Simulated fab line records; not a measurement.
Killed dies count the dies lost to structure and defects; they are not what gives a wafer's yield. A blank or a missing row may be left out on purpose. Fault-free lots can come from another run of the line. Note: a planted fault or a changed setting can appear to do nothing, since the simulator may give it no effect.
Chamber matching | flow n5 finfet | N5_BEOL_M13_TRENCH_ETCH_34 on rie diel-06 has 4 sister chambers
The step etches SiOC in C4F8/O2/Ar, target depth 413.47 nm, time 162.6 s. 14 wafers are shown with their chamber, then 7 later ones without.

## WAFERS PAIRED WITH THEIR CHAMBERS
wafer  | chamber | showerhead plenum p Torr (Torr) | drypump motor current A (A) | rf vpp V (V)
L075.1 | 0       | 3.39                            | 5.77                        | 664.1
L075.2 | 2       | 3.51                            | 5.44                        | 667.8
L075.3 | 3       | 3.62                            | 5.90                        | 670.3
L077.2 | 1       | 3.35                            | 5.34                        | 663.3
L077.3 | 2       | 3.51                            | 5.42                        | 669.6
L077.5 | 0       | 3.39                            | 5.77                        | 664.4
L085.1 | 0       | 3.39                            | 5.78                        | 663.7
L085.5 | 0       | 3.39                            | 5.78                        | 663.4
L085.6 | 1       | 3.35                            | 5.27                        | 664.8
L089.1 | 3       | 3.61                            | 5.90                        | 669.9
L089.3 | 2       | 3.49                            | 5.43                        | 667.9
L089.4 | 1       | 3.35                            | 5.33                        | 664.1
L092.2 | 2       | 3.49                            | 5.41                        | 667.2
L092.4 | 2       | 3.49                            | 5.42                        | 667.0

SIGNATURES (means of the wafers above)
reading                  | chamber 0 | chamber 1 | chamber 2 | chamber 3 | scatter within a chamber
showerhead plenum p Torr | 3.3900    | 3.3500    | 3.4980    | 3.6150    | 0.00728
drypump motor current A  | 5.7750    | 5.3133    | 5.4240    | 5.9000    | 0.0187
rf vpp V                 | 663.900   | 664.067   | 667.900   | 670.100   | 0.774
Rule: distance of a wafer from a chamber = root of the sum over the readings of ((wafer's reading minus chamber's mean) / reading's scatter) squared. If the next closest chamber is less than 2 further off than the closest, the wafer can't be placed; otherwise it belongs to the closest. The scatter: take each reading less its chamber's mean, square it, sum over the shown wafers, divide by the number of wafers less the number of chambers, and take the root.

## WAFERS WITHOUT THEIR CHAMBER
wafer  | showerhead plenum p Torr (Torr) | drypump motor current A (A) | rf vpp V (V)
L092.6 | 3.49                            | 5.44                        | 668.1
L094.1 | 3.60                            | 5.89                        | 669.1
L094.2 | 3.38                            | 5.83                        | 665.1
L094.6 | 3.38                            | 5.80                        | 664.1
L097.1 | 3.60                            | 5.89                        | 668.9
L097.2 | 3.34                            | 5.38                        | 664.3
L097.3 | 3.38                            | 5.83                        | 665.3

## EACH ONE'S CHAMBER
wafer  | from the rows above | in truth
L092.6 | 2                   | 2
L094.1 | 3                   | 3
L094.2 | 0                   | 0
L094.6 | 0                   | 0
L097.1 | 3                   | 3
L097.2 | 1                   | 1
L097.3 | 0                   | 0
Placed correctly: 7 of 7. Not placeable from these rows: 0. Placed wrongly: 0.
